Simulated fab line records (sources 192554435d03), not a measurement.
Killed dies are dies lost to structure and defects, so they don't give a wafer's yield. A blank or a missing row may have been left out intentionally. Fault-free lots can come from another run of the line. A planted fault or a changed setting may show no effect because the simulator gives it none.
The tool behind it: which one? + flow n5_finfet + 9 lots with 27 wafers sampled at 4 steps, on a route of 1938 steps

== WHAT THE GAUGES SHOWED, per wafer ==
N5_BEOL_M4_RC_MEAS_101.
| lot  | measured     | on        | RC_N (ohm.um)     |
|------|--------------|-----------|-------------------|
| L774 | day 8 04:13  | prober-02 | 15.42 15.33 15.16 |
| L776 | day 8 08:53  | prober-02 | 15.90 15.48 15.42 |
| L778 | day 9 03:22  | prober-02 | 15.82 15.20 15.24 |
| L785 | day 11 00:41 | prober-02 | 16.45 17.03 16.43 |
| L786 | day 11 04:33 | prober-01 | 15.99 16.09 16.33 |
| L790 | day 11 23:51 | prober-02 | 15.70 15.28 15.52 |
| L791 | day 12 17:29 | prober-02 | 15.66 15.47 15.30 |
| L795 | day 13 06:13 | prober-01 | 15.20 15.25 15.44 |
| L796 | day 13 09:01 | prober-01 | 15.18 15.42 15.41 |

== EACH LOT AND THE TOOL THAT RAN IT (in order: tool; ch and the chambers of the sampled wafers; start) ==
| lot  | N5_SDB_ALD_29                    | N5_HKMG_FIN_HK_ANNEAL_02        | N5_HKMG_FIN_ALD_74              |
|------|----------------------------------|---------------------------------|---------------------------------|
| L774 | ald_sin-03 ch 0,1, day 4 00:25   | rtp_anneal-02 ch 0, day 4 04:38 | ald_hk-03 ch 0,2,3, day 4 04:55 |
| L776 | ald_sin-04 ch 0,3, day 4 13:57   | rtp_anneal-02 ch 0, day 4 17:47 | ald_hk-03 ch 0,1,3, day 4 18:00 |
| L778 | ald_sin-01 ch 1,2, day 4 23:41   | rtp_anneal-02 ch 0, day 5 03:34 | ald_hk-01 ch 1,3, day 5 03:46   |
| L785 | ald_sin-04 ch 0,1,3, day 6 23:49 | rtp_anneal-02 ch 0, day 7 03:40 | ald_hk-01 ch 1,2,3, day 7 03:51 |
| L786 | ald_sin-01 ch 0,1,2, day 7 04:35 | rtp_anneal-02 ch 0, day 7 08:43 | ald_hk-02 ch 1,3, day 7 08:53   |
| L790 | ald_sin-04 ch 0,3, day 8 03:07   | rtp_anneal-01 ch 0, day 8 06:59 | ald_hk-03 ch 0,2,3, day 8 07:10 |
| L791 | ald_sin-01 ch 0,1,2, day 8 13:23 | rtp_anneal-01 ch 0, day 8 17:13 | ald_hk-02 ch 0,2,3, day 8 17:26 |
| L795 | ald_sin-04 ch 2,3, day 9 08:04   | rtp_anneal-01 ch 0, day 9 11:56 | ald_hk-01 ch 0,2,3, day 9 12:07 |
| L796 | ald_sin-01 ch 1,2, day 9 15:32   | rtp_anneal-02 ch 0, day 9 19:37 | ald_hk-03 ch 0,1, day 9 19:50   |
- N5_SDB_ALD_29: deposits SiNx, target thk 30 nm, pulse time 1 s, ald cycles 600.
- N5_HKMG_FIN_HK_ANNEAL_02: time 30 s.
- N5_HKMG_FIN_ALD_74: deposits La2O3, target thk 0.5 nm, pulse time 6 s, co reactant pulse time 1 s.

== THE ANSWER, worked out from the rows above alone ==
Rule: the lots themselves supply what counts as usual. Put in order of their means at a reading, lots are off if they are a third of the lots or fewer, leave a main group of 4 or more, and stand apart from it by a gap of 3 or more times the standard deviation of the main group's means; of several such gaps the widest counts. If all means in a main group match to the digits the tables above print for the reading, that group is not used. Also off: a lot with no number at a reading for which 4 or more lots have one. The other lots that the step has rows for count as sound.
Off: at N5_BEOL_M4_RC_MEAS_101 (RC_N), L785, L786. The main group: mean 15.42 ohm.um, standard deviation 0.11.
If a tool, at a process step before that reading, ran all the lots that are off and no sound lot after the first of them, it fits. The gauges at N5_BEOL_M4_RC_MEAS_101 are tried like those tools. No candidate that was tried fits.

== WHAT THE SIMULATOR HAD PUT IN ==
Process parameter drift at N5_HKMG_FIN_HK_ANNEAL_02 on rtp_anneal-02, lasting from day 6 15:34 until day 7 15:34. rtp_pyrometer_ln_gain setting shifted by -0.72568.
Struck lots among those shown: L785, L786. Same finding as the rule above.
